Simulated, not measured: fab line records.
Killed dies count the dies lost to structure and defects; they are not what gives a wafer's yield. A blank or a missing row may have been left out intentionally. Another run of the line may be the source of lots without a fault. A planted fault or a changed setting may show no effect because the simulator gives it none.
3 desks, one fault -- flow nandHarc -- only its own numbers are on each desk; what lay behind them is given at the end

THE METROLOGY DESK
What the gauges read for every lot (on any tool): the sampled wafers with a number, averaged. The brackets show how far a lot's mean lies from the usual mean; more than 4 standard deviations puts the lot out of limits, marked OUT.
Columns: A = thkNm at NHARC_A_SOURCE_PLATE_THK_MEAS_09, usual 9.6 nm; B = thkNm at NHARC_A_ONON_D1_THK_MEAS_30, usual 1000 nm
lot,first seen here,A,B
L922,day 7 17:09,9.3,995
L924,day 7 22:11,9.1,1011
L925,day 8 06:47,9.7,1010
L926,day 8 18:04,9.2,994
L928,day 9 12:28,9.4,1010
L929,day 10 07:10,9.9,1011
L930,day 10 07:10,9.3,1008
L931,day 10 19:27,10.2,988
L936,day 13 01:40,9.6,1000
L938,day 13 23:42,10.0,991
L943,day 15 11:29,9.4,993
L944,day 16 00:35,10.1,1007
L945,day 16 17:16,10.4,999
This desk's finding: nothing out of limits on any of the 13 lots.

THE DEFECT DESK
For each lot, the counts of the inspections along the route, averaged over the sampled wafers that have a number. The brackets show how far a lot's mean lies from the usual mean; more than 4 standard deviations puts the lot out of limits, marked OUT.
Columns: A = rawDefectCount at NHARC_A_ONON_D1_INSPECT_32, usual 78
lot,first seen here,A
L922,day 8 22:13,97
L924,day 8 22:22,94
L925,day 9 10:32,69
L926,day 9 20:37,72
L928,day 10 16:38,89
L930,day 11 09:37,38
L929,day 11 09:38,82
L931,day 11 22:02,99
L936,day 14 04:10,921 (+35) OUT
L938,day 15 02:23,920 (+35) OUT
L943,day 16 15:36,72
L944,day 17 03:56,62
L945,day 18 02:18,93
This desk finds L936, L938 out of limits, L936 being first, at day 14 04:10 (rawDefectCount at NHARC_A_ONON_D1_INSPECT_32). Within limits: L922, L924, L925, L926, L928, L930, L929, L931, L943, L944, L945.

AT THE TOOL OWNER'S DESK: pecvdOnon-01
The tool's own readings at NHARC_A_ONON_D1_DEP_28 (target thk 1000 nm): means of the sampled wafers that have a number, for each lot that ran on this tool. The brackets show how far a lot's mean lies from the usual mean; more than 4 standard deviations puts the lot out of limits, marked OUT.
Columns: A = nh3FlowSccm at NHARC_A_ONON_D1_DEP_28, usual 500.1 sccm
lot,first seen here,A
L922,day 8 21:11,498.8
L931,day 11 21:05,501.0
L936,day 14 03:10,499.3
L938,day 15 01:19,500.5
This desk's finding: nothing out of limits on any of the 4 lots.

ALL TOGETHER
The defect desk could have raised an alarm at day 14 04:10, on L936, L938.
Metrology desk: nothing out of limits seen.
The desk of the tool owner found nothing out of limits.
The metrology desk holds a record of L936, L938, inside its limits.
Tool owner's desk: L936, L938 on record, inside its limits.
Every lot named ran NHARC_A_ONON_D1_DEP_28 on pecvdOnon-01.

WHAT THE SIMULATOR PUT IN
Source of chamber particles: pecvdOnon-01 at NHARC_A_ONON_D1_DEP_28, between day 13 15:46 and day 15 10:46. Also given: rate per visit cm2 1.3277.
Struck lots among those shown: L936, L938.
Hours from the fault's start to each desk's first reading out of limits: the defect desk, 12.
